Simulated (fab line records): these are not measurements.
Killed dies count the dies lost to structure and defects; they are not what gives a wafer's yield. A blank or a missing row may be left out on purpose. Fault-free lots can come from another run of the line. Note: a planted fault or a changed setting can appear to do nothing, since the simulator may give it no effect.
The tool behind it: which one? + flow nand harc + 24 lots, 72 wafers sampled, at 6 steps of a route of 1159

## WHAT EACH GAUGE READ, for each wafer
NHARC_P_M1_OVL_MEAS_10: pitch 260 nm.
| lot  | measured     | on         | overlay x nm (nm) | overlay y nm (nm) |
|------|--------------|------------|-------------------|-------------------|
| L074 | day 6 03:37  | overlay-01 | -1.2 -0.8 -0.9    | 0.2 0.8 0.8       |
| L075 | day 6 14:24  | overlay-01 | 1.5 1.5 0.9       | -0.7 0.1 -0.2     |
| L076 | day 6 15:48  | overlay-01 | 0.1 -0.3 0.4      | 0.1 0.4 0.4       |
| L077 | day 6 16:09  | overlay-02 | 0.6 0.5 0.3       | 0.9 0.6 0.9       |
| L079 | day 7 02:53  | overlay-01 | -0.4 -0.1 0.1     | 0.6 1.3 0.8       |
| L078 | day 7 03:58  | overlay-02 | -0.3 -0.4 -0.8    | 1.2 1.5 1.4       |
| L080 | day 7 10:11  | overlay-02 | 0.1 0.0 -0.3      | 0.4 0.1 0.0       |
| L081 | day 7 10:57  | overlay-01 | 1.0 0.6 1.3       | 1.6 1.4 1.3       |
| L082 | day 8 00:29  | overlay-01 | 0.8 0.2 0.6       | 2.0 1.9 1.3       |
| L083 | day 8 01:04  | overlay-02 | -0.5 -0.3 -0.4    | 0.8 0.1 1.0       |
| L084 | day 8 16:14  | overlay-02 | -0.6 -1.0 -1.3    | 0.4 0.1 0.4       |
| L085 | day 8 17:14  | overlay-02 | 1.2 1.3 0.6       | 0.5 0.5 0.2       |
| L086 | day 9 06:12  | overlay-01 | -0.6 -0.4 -0.1    | 0.5 0.4 -0.3      |
| L087 | day 9 07:13  | overlay-02 | -0.6 -0.9 -1.6    | -0.4 -0.6 -0.4    |
| L088 | day 9 12:53  | overlay-01 | 0.6 0.5 -0.1      | -0.1 -0.3 -0.7    |
| L089 | day 9 17:23  | overlay-01 | -0.1 -0.5 0.0     | -0.2 -0.5 -0.4    |
| L090 | day 9 17:40  | overlay-02 | 0.4 1.1 1.5       | -0.5 -0.5 -0.3    |
| L091 | day 10 02:55 | overlay-01 | -1.0 -0.6 -1.0    | -0.8 -1.1 -0.3    |
| L092 | day 10 03:49 | overlay-02 | 0.8 1.0 0.3       | -0.9 -1.4 -1.0    |
| L093 | day 10 14:25 | overlay-01 | -0.4 -0.4 0.0     | -1.5 -1.7 -1.1    |
| L094 | day 10 16:01 | overlay-01 | 0.2 -0.7 -1.0     | 0.1 0.7 0.6       |
| L095 | day 11 03:43 | overlay-02 | 0.0 -0.6 -0.4     | -1.2 -1.5 -1.3    |
| L097 | day 11 12:28 | overlay-02 | 1.5 1.1 0.7       | 1.5 1.2 1.5       |
| L096 | day 11 17:14 | overlay-01 | 1.2 1.5 1.3       | 0.3 0.1 -0.6      |

NHARC_A_START_INSPECT_01.
| lot  | measured     | on                | raw defect count |
|------|--------------|-------------------|------------------|
| L074 | day 6 15:31  | defect inspect-02 | 2 4 1            |
| L075 | day 7 02:43  | defect inspect-01 | 1 3 4            |
| L076 | day 7 03:56  | defect inspect-01 | 5 3 4            |
| L077 | day 7 04:13  | defect inspect-01 | 4 6 4            |
| L079 | day 7 14:49  | defect inspect-01 | 1 0 2            |
| L078 | day 7 16:00  | defect inspect-01 | 3 3 5            |
| L080 | day 7 22:43  | defect inspect-01 | 3 7 8            |
| L081 | day 7 23:22  | defect inspect-01 | 2 2 4            |
| L082 | day 8 12:24  | defect inspect-01 | 3 2 4            |
| L083 | day 8 13:28  | defect inspect-01 | 4 1 1            |
| L084 | day 9 04:07  | defect inspect-02 | 5 2 2            |
| L085 | day 9 05:37  | defect inspect-02 | 3 3 2            |
| L086 | day 9 18:16  | defect inspect-01 | 3 1 3            |
| L087 | day 9 19:04  | defect inspect-02 | 4 5 2            |
| L088 | day 10 01:14 | defect inspect-02 | 4 5 6            |
| L089 | day 10 06:08 | defect inspect-02 | 2 2 1            |
| L090 | day 10 06:14 | defect inspect-02 | 6 2 8            |
| L091 | day 10 14:56 | defect inspect-01 | 3 3 3            |
| L092 | day 10 15:45 | defect inspect-01 | 3 4 3            |
| L093 | day 11 02:23 | defect inspect-02 | 3 2 2            |
| L094 | day 11 04:13 | defect inspect-01 | 2 3 3            |
| L095 | day 11 15:31 | defect inspect-01 | 1 5 7            |
| L097 | day 12 00:58 | defect inspect-01 | 3 3 3            |
| L096 | day 12 05:49 | defect inspect-02 | 5 5 3            |

## EACH LOT AND THE TOOL THAT RAN IT (in order: tool; ch and the chambers of the sampled wafers; start)
| lot  | NHARC_P_M0_ETCH_34                 | NHARC_P_M0_DEGAS_28          | NHARC_P_M0_ANNEAL_30             | NHARC_P_M2_STRIP_18                |
|------|------------------------------------|------------------------------|----------------------------------|------------------------------------|
| L074 | rie diel-10 ch 1,2,3, day 5 23:53  | pvd sputter-03, day 6 00:42  | rtp anneal-01 ch 0, day 6 01:32  | rie diel-09 ch 2,3, day 6 08:18    |
| L075 | rie diel-13 ch 0,2,3, day 6 10:32  | pvd sputter-02, day 6 11:22  | rtp anneal-02 ch 0, day 6 12:06  | rie diel-09 ch 1,2,3, day 6 19:26  |
| L076 | rie diel-05 ch 0,1, day 6 11:38    | pvd sputter-01, day 6 12:31  | rtp anneal-02 ch 0, day 6 13:41  | rie diel-09 ch 0,3, day 6 20:37    |
| L077 | rie diel-13 ch 2,3, day 6 11:50    | pvd sputter-03, day 6 12:41  | rtp anneal-01 ch 0, day 6 13:50  | rie diel-09 ch 0,1,2, day 6 20:56  |
| L079 | rie diel-05 ch 1,2,3, day 6 23:01  | pvd sputter-03, day 6 23:51  | rtp anneal-01 ch 0, day 7 00:36  | rie diel-09 ch 1,2, day 7 07:41    |
| L078 | rie diel-13 ch 0,1,2, day 7 00:01  | pvd sputter-03, day 7 00:52  | rtp anneal-02 ch 0, day 7 01:46  | rie diel-09 ch 0,3, day 7 08:44    |
| L080 | rie diel-05 ch 2,3, day 7 06:14    | pvd sputter-01, day 7 07:08  | rtp anneal-02 ch 0, day 7 08:08  | rie diel-09 ch 0,2, day 7 14:52    |
| L081 | rie diel-13 ch 0,2,3, day 7 06:55  | pvd sputter-01, day 7 07:50  | rtp anneal-01 ch 0, day 7 08:48  | rie diel-09 ch 0,1,2, day 7 15:58  |
| L082 | rie diel-10 ch 0,1,3, day 7 20:34  | pvd sputter-02, day 7 21:26  | rtp anneal-02 ch 0, day 7 22:10  | rie diel-09 ch 0,1,3, day 8 05:11  |
| L083 | rie diel-10 ch 0,1,3, day 7 21:07  | pvd sputter-02, day 7 22:02  | rtp anneal-01 ch 0, day 7 22:49  | rie diel-09 ch 0,3, day 8 06:13    |
| L084 | rie diel-05 ch 0,2,3, day 8 12:16  | pvd sputter-01, day 8 13:10  | rtp anneal-02 ch 0, day 8 13:55  | rie diel-09 ch 0,2,3, day 8 20:56  |
| L085 | rie diel-05 ch 0,2, day 8 12:41    | pvd sputter-02, day 8 13:38  | rtp anneal-01 ch 0, day 8 14:58  | rie diel-09 ch 0,1,3, day 8 21:54  |
| L086 | rie diel-05 ch 0,2,3, day 9 02:22  | pvd sputter-03, day 9 03:13  | rtp anneal-01 ch 0, day 9 03:57  | rie diel-09 ch 0,1,2, day 9 10:59  |
| L087 | rie diel-13 ch 0,2,3, day 9 02:46  | pvd sputter-03, day 9 03:42  | rtp anneal-01 ch 0, day 9 04:47  | rie diel-09 ch 0,2,3, day 9 11:47  |
| L088 | rie diel-13 ch 1,2, day 9 08:31    | pvd sputter-01, day 9 09:21  | rtp anneal-01 ch 0, day 9 10:07  | rie diel-09 ch 0,2,3, day 9 17:47  |
| L089 | rie diel-10 ch 1,2,3, day 9 13:19  | pvd sputter-03, day 9 14:08  | rtp anneal-01 ch 0, day 9 15:00  | rie diel-09 ch 0,1,3, day 9 22:10  |
| L090 | rie diel-13 ch 0,1, day 9 13:37    | pvd sputter-01, day 9 14:26  | rtp anneal-02 ch 0, day 9 15:11  | rie diel-09 ch 0,1, day 9 22:31    |
| L091 | rie diel-13 ch 0,2,3, day 9 23:09  | pvd sputter-01, day 9 23:59  | rtp anneal-01 ch 0, day 10 00:46 | rie diel-12 ch 0,1,2, day 10 07:46 |
| L092 | rie diel-05 ch 2,3, day 9 23:56    | pvd sputter-03, day 10 00:47 | rtp anneal-01 ch 0, day 10 01:38 | rie diel-09 ch 2,3, day 10 08:35   |
| L093 | rie diel-13 ch 1,2,3, day 10 10:26 | pvd sputter-03, day 10 11:17 | rtp anneal-02 ch 0, day 10 12:05 | rie diel-09 ch 0,1,2, day 10 19:04 |
| L094 | rie diel-13 ch 0,2,3, day 10 12:05 | pvd sputter-01, day 10 12:56 | rtp anneal-01 ch 0, day 10 13:45 | rie diel-12 ch 1,2,3, day 10 20:56 |
| L095 | rie diel-05 ch 0,1,2, day 10 23:37 | pvd sputter-03, day 11 00:28 | rtp anneal-02 ch 0, day 11 01:26 | rie diel-12 ch 0,1,3, day 11 08:28 |
| L097 | rie diel-10 ch 0,1,3, day 11 08:25 | pvd sputter-01, day 11 09:16 | rtp anneal-01 ch 0, day 11 10:00 | rie diel-02 ch 0,1,3, day 11 17:15 |
| L096 | rie diel-13 ch 0,1,2, day 11 13:08 | pvd sputter-02, day 11 13:58 | rtp anneal-01 ch 0, day 11 14:46 | rie diel-12 ch 2,3, day 11 22:35   |
- NHARC_P_M0_ETCH_34: etches the open film in N2/H2, target depth 40 nm, overetch 12 nm, time 43.94 s.
- NHARC_P_M0_DEGAS_28: time 60 s.
- NHARC_P_M0_ANNEAL_30: time 90 s.
- NHARC_P_M2_STRIP_18: strips in N2/H2.

## AS READ BY THE TOOLS THEMSELVES (means over the sampled wafers that have a number; for cases with no such wafer, the mark the record gives instead)
NHARC_P_M0_ETCH_34.
| lot  | tool        | drypump motor current A (A) | oes product au (a.u.) | rf vpp V (V) | showerhead plenum p Torr (Torr) | throttle valve pct (%) |
|------|-------------|-----------------------------|-----------------------|--------------|---------------------------------|------------------------|
| L074 | rie diel-10 | 5.4                         | 1.007                 | 429.8        | 2.01                            | 14.171                 |
| L075 | rie diel-13 | 5.5                         | 1.002                 | 430.6        | 2.06                            | 14.170                 |
| L076 | rie diel-05 | 5.6                         | 0.998                 | 431.2        | 2.07                            | 14.170                 |
| L077 | rie diel-13 | 5.5                         | 0.996                 | 431.0        | 2.05                            | 14.169                 |
| L079 | rie diel-05 | 5.5                         | 0.997                 | 431.7        | 2.07                            | 14.163                 |
| L078 | rie diel-13 | 5.5                         | 1.003                 | 430.0        | 2.04                            | 14.171                 |
| L080 | rie diel-05 | 5.7                         | 1.001                 | 431.4        | 2.06                            | 14.166                 |
| L081 | rie diel-13 | 5.5                         | 1.000                 | 431.4        | 2.06                            | 14.173                 |
| L082 | rie diel-10 | 5.7                         | 0.993                 | 429.2        | 2.02                            | 14.166                 |
| L083 | rie diel-10 | 5.7                         | 1.004                 | 430.8        | 2.02                            | 14.167                 |
| L084 | rie diel-05 | 5.7                         | 1.005                 | 431.6        | 2.06                            | 14.179                 |
| L085 | rie diel-05 | 5.5                         | 1.006                 | 431.5        | 2.07                            | 14.172                 |
| L086 | rie diel-05 | 5.7                         | 1.004                 | 430.3        | 2.06                            | 14.176                 |
| L087 | rie diel-13 | 5.5                         | 1.002                 | 431.0        | 2.06                            | 14.155                 |
| L088 | rie diel-13 | 5.2                         | 0.990                 | 428.4        | 1.99                            | 14.165                 |
| L089 | rie diel-10 | 5.4                         | 0.998                 | 428.7        | 2.01                            | 14.172                 |
| L090 | rie diel-13 | 5.8                         | 1.011                 | 431.0        | 2.09                            | 14.168                 |
| L091 | rie diel-13 | 5.5                         | 0.994                 | 431.4        | 2.06                            | 14.172                 |
| L092 | rie diel-05 | 5.7                         | 1.009                 | 430.8        | 2.05                            | 14.168                 |
| L093 | rie diel-13 | 5.5                         | 0.996                 | 430.4        | 2.03                            | 14.169                 |
| L094 | rie diel-13 | 5.5                         | 1.002                 | 430.8        | 2.06                            | 14.180                 |
| L095 | rie diel-05 | 5.4                         | 0.992                 | 431.8        | 2.07                            | 14.180                 |
| L097 | rie diel-10 | 5.7                         | 0.996                 | 429.5        | 2.02                            | 14.168                 |
| L096 | rie diel-13 | 5.5                         | 1.002                 | 430.4        | 2.04                            | 14.163                 |

NHARC_P_M0_DEGAS_28.
| lot  | tool           | heater power w (W) |
|------|----------------|--------------------|
| L074 | pvd sputter-03 | 335                |
| L075 | pvd sputter-02 | 379                |
| L076 | pvd sputter-01 | 359                |
| L077 | pvd sputter-03 | 340                |
| L079 | pvd sputter-03 | 316                |
| L078 | pvd sputter-03 | 346                |
| L080 | pvd sputter-01 | 339                |
| L081 | pvd sputter-01 | 348                |
| L082 | pvd sputter-02 | 335                |
| L083 | pvd sputter-02 | 340                |
| L084 | pvd sputter-01 | 277                |
| L085 | pvd sputter-02 | 339                |
| L086 | pvd sputter-03 | 335                |
| L087 | pvd sputter-03 | 326                |
| L088 | pvd sputter-01 | 310                |
| L089 | pvd sputter-03 | 345                |
| L090 | pvd sputter-01 | 314                |
| L091 | pvd sputter-01 | 311                |
| L092 | pvd sputter-03 | 324                |
| L093 | pvd sputter-03 | 339                |
| L094 | pvd sputter-01 | 312                |
| L095 | pvd sputter-03 | 348                |
| L097 | pvd sputter-01 | 312                |
| L096 | pvd sputter-02 | 297                |

NHARC_P_M0_ANNEAL_30.
| lot  | tool          | wafer_temp_C_max |
|------|---------------|------------------|
| L074 | rtp anneal-01 | 227.2            |
| L075 | rtp anneal-02 | 226.6            |
| L076 | rtp anneal-02 | 226.2            |
| L077 | rtp anneal-01 | 226.5            |
| L079 | rtp anneal-01 | 226.7            |
| L078 | rtp anneal-02 | 226.3            |
| L080 | rtp anneal-02 | 226.4            |
| L081 | rtp anneal-01 | 226.8            |
| L082 | rtp anneal-02 | 226.4            |
| L083 | rtp anneal-01 | 226.4            |
| L084 | rtp anneal-02 | 226.3            |
| L085 | rtp anneal-01 | 227.0            |
| L086 | rtp anneal-01 | 226.6            |
| L087 | rtp anneal-01 | 226.3            |
| L088 | rtp anneal-01 | 227.0            |
| L089 | rtp anneal-01 | 226.7            |
| L090 | rtp anneal-02 | 226.5            |
| L091 | rtp anneal-01 | 226.4            |
| L092 | rtp anneal-01 | 226.4            |
| L093 | rtp anneal-02 | 226.3            |
| L094 | rtp anneal-01 | 226.5            |
| L095 | rtp anneal-02 | 226.3            |
| L097 | rtp anneal-01 | 226.6            |
| L096 | rtp anneal-01 | 226.4            |

NHARC_P_M2_STRIP_18.
| lot  | tool        | drypump motor current A (A) | oes product au (a.u.) | rf vpp V (V) | showerhead plenum p Torr (Torr) | throttle valve pct (%) |
|------|-------------|-----------------------------|-----------------------|--------------|---------------------------------|------------------------|
| L074 | rie diel-09 | 5.4                         | 0.994                 | 90.5         | 2.02                            | 14.157                 |
| L075 | rie diel-09 | 5.3                         | 0.993                 | 90.2         | 1.97                            | 14.176                 |
| L076 | rie diel-09 | 5.2                         | 0.994                 | 89.5         | 1.95                            | 14.166                 |
| L077 | rie diel-09 | 5.5                         | 0.999                 | 90.0         | 1.99                            | 14.172                 |
| L079 | rie diel-09 | 5.5                         | 0.998                 | 91.5         | 2.02                            | 14.171                 |
| L078 | rie diel-09 | 5.2                         | 1.000                 | 90.1         | 1.94                            | 14.177                 |
| L080 | rie diel-09 | 5.5                         | 1.001                 | 90.8         | 2.04                            | 14.163                 |
| L081 | rie diel-09 | 5.5                         | 1.005                 | 90.4         | 1.99                            | 14.169                 |
| L082 | rie diel-09 | 5.3                         | 0.999                 | 89.1         | 1.94                            | 14.166                 |
| L083 | rie diel-09 | 5.3                         | 0.987                 | 90.4         | 1.94                            | 14.173                 |
| L084 | rie diel-09 | 5.4                         | 0.993                 | 90.8         | 1.99                            | 14.169                 |
| L085 | rie diel-09 | 5.3                         | 1.000                 | 89.9         | 1.94                            | 14.177                 |
| L086 | rie diel-09 | 5.5                         | 1.003                 | 90.6         | 1.99                            | 14.167                 |
| L087 | rie diel-09 | 5.4                         | 1.004                 | 91.0         | 1.99                            | 14.178                 |
| L088 | rie diel-09 | 5.4                         | 1.010                 | 90.7         | 1.99                            | 14.182                 |
| L089 | rie diel-09 | 5.3                         | 1.000                 | 89.8         | 1.94                            | 14.169                 |
| L090 | rie diel-09 | 5.5                         | 1.007                 | 89.7         | 1.95                            | 14.164                 |
| L091 | rie diel-12 | 5.1                         | 1.012                 | 90.6         | 2.06                            | 14.171                 |
| L092 | rie diel-09 | 5.3                         | 0.991                 | 90.3         | 1.97                            | 14.160                 |
| L093 | rie diel-09 | 5.5                         | 0.999                 | 90.1         | 1.98                            | 14.170                 |
| L094 | rie diel-12 | 5.4                         | 1.009                 | 90.3         | 2.03                            | 14.162                 |
| L095 | rie diel-12 | 5.5                         | 1.011                 | 91.0         | 2.05                            | 14.172                 |
| L097 | rie diel-02 | 5.6                         | 0.999                 | 90.4         | 2.05                            | 14.171                 |
| L096 | rie diel-12 | 5.5                         | 1.010                 | 91.1         | 1.98                            | 14.158                 |

## THE ANSWER, worked out from the rows above alone
Rule: the lots themselves supply what counts as usual. The widest of any qualifying gaps counts: lots, ordered by their means at a reading, are off when they make up no more than a third of the lots, leave a main group of 4 or more, and stand apart from it by 3 or more times the standard deviation of that group's means. Not used: any main group whose means are identical at the precision the tables above print for the reading. Also off: a lot with no number at a reading for which 4 or more lots have one. Any other lot the step has rows for is counted as sound. Order of review: gauges by route order, followed by the tools' own readings, for which a lot's mean as printed above is used. The first step at which some lot is off is used, and at that step the reading that is off furthest; a lot without a number counts as furthest.
No lot is off on any of the readings shown, so nothing can be concluded from this.

## WHAT THE SIMULATOR PUT IN
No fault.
